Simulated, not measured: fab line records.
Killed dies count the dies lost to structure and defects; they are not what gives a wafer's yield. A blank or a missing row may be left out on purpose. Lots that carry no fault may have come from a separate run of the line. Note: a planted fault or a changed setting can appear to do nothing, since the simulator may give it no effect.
Code-filled problem report in 8D (eight disciplines) form    flow n5_finfet    the parts of the form that need people (team, actions taken, sign-off) are left out

1. WHAT IS WRONG
Mean RS_NWELL at N5_BEOL_M4_RC_MEAS_101: 778 ohm/sq over 6 wafers in 2 lots; fault-free wafers: 1036 ohm/sq, standard deviation 7.1. Measured from the usual mean, that is -36 standard deviations.
The first sign was on wafer L724.3 at day 11 22:43, on prober-01. At this step, 27 wafers from 9 lots have a number in the record. Rule for "out" (also "out of limits"): further than 4 standard deviations from the usual mean. The rest of the wafers with a number are treated as sound.

2. WHAT IT IS; WHAT IT IS NOT
question                     is                      is not
which readings at this step  RS_NWELL                IOFF_N, IOFF_P, ION_N, ION_P, VT_N, VT_P
which lots                   L724, L725              L712, L716, L717, L721, L733, L734, L735
which wafers of those lots   all that have a number  -
read on which gauges         prober-01               prober-02
when                         from day 11 22:43       up to then (12 sound wafers); but 9 sound wafers of L733, L734, L735 came after

3. THE SUSPECTS, EACH WITH WHAT RULES IT OUT
Counting: any tool at a process step up to the reading is kept as a suspect provided that every lot that is out went through it and no sound lot did after the first of them.
- the gauge at N5_BEOL_M4_RC_MEAS_101: ruled out. All the wafers that are out were read on prober-01, but those of them that N5_WELL_APT_IMPLANT_14 has rows for are out there too, on other tools.
- rie_diel-03 at N5_ZERO_LAYER_ETCH_17 (etches SiO2 in CF4, target depth 12 nm, time 13.3 s): ruled out as a lasting fault. After its first lot that is out, L724 (day 4 12:53), sound lots L734 ran on it.
- implanter-01 at N5_WELL_APT_IMPLANT_14: kept. It processed each lot that is out, first L724 at day 4 13:58, and no sound lot thereafter; up to then, the last sound lot it processed was L721 at day 3 19:56. On those wafers its own readings are out: dose_ions_cm2, faraday_current_uA.
Remaining after the count: implanter-01 at N5_WELL_APT_IMPLANT_14.

4. THE CAUSE (what the simulator had put in)
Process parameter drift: implanter-01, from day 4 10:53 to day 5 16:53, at N5_WELL_APT_IMPLANT_14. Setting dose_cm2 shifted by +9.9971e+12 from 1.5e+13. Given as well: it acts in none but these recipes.
After counting, this tool was the only one left.

5. THE EFFECT CHAIN, in route order
Each row: a reading whose mean over the struck wafers that have a number lies more than 3 standard deviations from the usual. Only readings for which the record gives a usual standard deviation are gone through. hours: the time from each lot's start at the first step in this table that gives one to its start at this step, as a median over the lots. sigmas: the change in usual standard deviations.
hours  step                    reading             usual        on struck wafers  change       sigmas
0      N5_WELL_APT_IMPLANT_14  dose_ions_cm2       1.5001e+13   2.4992e+13        +9.9907e+12  +99 or more
0      N5_WELL_APT_IMPLANT_14  faraday_current_uA  190          315               +125         +38
178    N5_BEOL_M4_RC_MEAS_101  RS_NWELL            1036 ohm/sq  778               -258         -36
The process steps in it:
- N5_WELL_APT_IMPLANT_14

6. WHAT WOULD HAVE CAUGHT IT SOONER
In this record the first reading out of limits at a measuring or inspecting step was taken at day 11 22:43, 180 hours after the fault began at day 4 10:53.
At N5_WELL_APT_IMPLANT_14, the tool's own readings (dose_ions_cm2, faraday_current_uA) were out on each struck wafer the step has a row for, so an alarm limit on them would have fired on the first such wafer.
Lots out: 2; all had begun N5_WELL_APT_IMPLANT_14 on implanter-01 by day 11 22:43. None of them would have been spared by holding the tool at that moment.
